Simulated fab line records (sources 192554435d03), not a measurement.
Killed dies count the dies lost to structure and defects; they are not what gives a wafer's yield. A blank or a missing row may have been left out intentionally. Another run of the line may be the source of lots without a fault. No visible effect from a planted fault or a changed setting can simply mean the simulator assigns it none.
Struck lot and sound lot, side by side -- flow n5_finfet -- 13 out of 1938 route steps
Sound: the wafers L508.4, L508.5, L508.6. Wafers L515.1, L515.4, L515.5 were the ones struck. The cause comes at the end.
Order at every step that has rows: each side's tool, ch and its chambers, its first start. Under that, the readings that differ: sound wafers -- struck wafers -- difference of the means -- sigmas: that difference in standard deviations of wafers without a fault.
alike: readings whose means differ by less than 2 such deviations, and words and numbers that are the same on both sides. not compared: withheld readings, readings that some wafer has no value for, bounds like >300 that may hide the same value, and numbers for which the record gives no deviation and whose values overlap.
A row with sigmas, a row that says differs or no value, or rows on one side alone: a step with any of these is where the two part. Numbers that don't overlap but have no deviation are shown without sigmas and don't part them. A reading that every wafer of one side lacks parts them only if that side has two wafers or more.

first, 1 step without rows for these wafers: N5_GATE_CUT_SRD_32 (time 30 s).
N5_GATE_CUT_SAC_CAP_01: material SiNx, target thk 24 nm, pulse time 1 s, ald cycles 480.
  sound on ald_sin-02 ch 0,3, day 5 17:29; struck on ald_sin-02 ch 1,2, day 7 03:14
  alike: heater_power_w, precursor_pulse_height_rel
N5_GATE_CUT_PECVD_57: deposits SiNx from SiH4/NH3/N2, target thk 21 nm.
  sound on pecvd-04 ch 0,1,2, day 5 19:42; struck on pecvd-04 ch 1,2, day 7 05:26
  alike: heater_power_w, showerhead_plenum_p_Torr, throttle_valve_pct
N5_GATE_CUT_CMP_02: polishes, stops on SiO2, t overpolish 12.7 s, target thk 0 nm.
  sound on cmp-04 ch 1,2, day 5 19:47; struck on cmp-04 ch 1,2,3, day 7 05:32
  alike: motor_current_A, overpolish_run_s, time_to_endpoint_s
N5_GATE_CUT_HM_DEP_46: deposits SiO2 from TEOS/O2, target thk 130 nm, time 26.6 s.
  sound on pecvd-02 ch 1,2, day 5 20:06; struck on pecvd-04 ch 0,2, day 7 05:50
  alike: heater_power_w, showerhead_plenum_p_Torr, throttle_valve_pct
then, 6 steps without rows for these wafers: N5_GATE_CUT_COAT_34 (time 60 s, resist thk 60 nm); N5_GATE_CUT_COAT_35 (time 60 s, resist thk 10 nm); N5_GATE_CUT_COAT_27 (time 60 s, resist thk 10 nm); N5_GATE_CUT_COAT_07 (resist thk 30 nm); N5_GATE_CUT_EBR_09; N5_GATE_CUT_SOFTBAKE_08 (time 60 s).
N5_GATE_CUT_EXPOSE_10: exposes mask GATE CUT, target cd 20 nm.
  sound on euv_scanner-02 ch 0, day 5 20:20; struck on euv_scanner-02, day 7 06:02
  no value came back on the struck wafers for exposure_dose_mJ_cm2, focus_offset_nm (nm), stage_msd_nm (nm); on the sound wafers exposure_dose_mJ_cm2 reads 43.10 43.13 43.19
  alike: mask
then, 1 step without rows for these wafers: N5_GATE_CUT_PEB_11 (peb time 60 s).

== WHERE THEY PART ==
Only at N5_GATE_CUT_EXPOSE_10, as far as this record shows.

WHY: the cause the simulator had injected
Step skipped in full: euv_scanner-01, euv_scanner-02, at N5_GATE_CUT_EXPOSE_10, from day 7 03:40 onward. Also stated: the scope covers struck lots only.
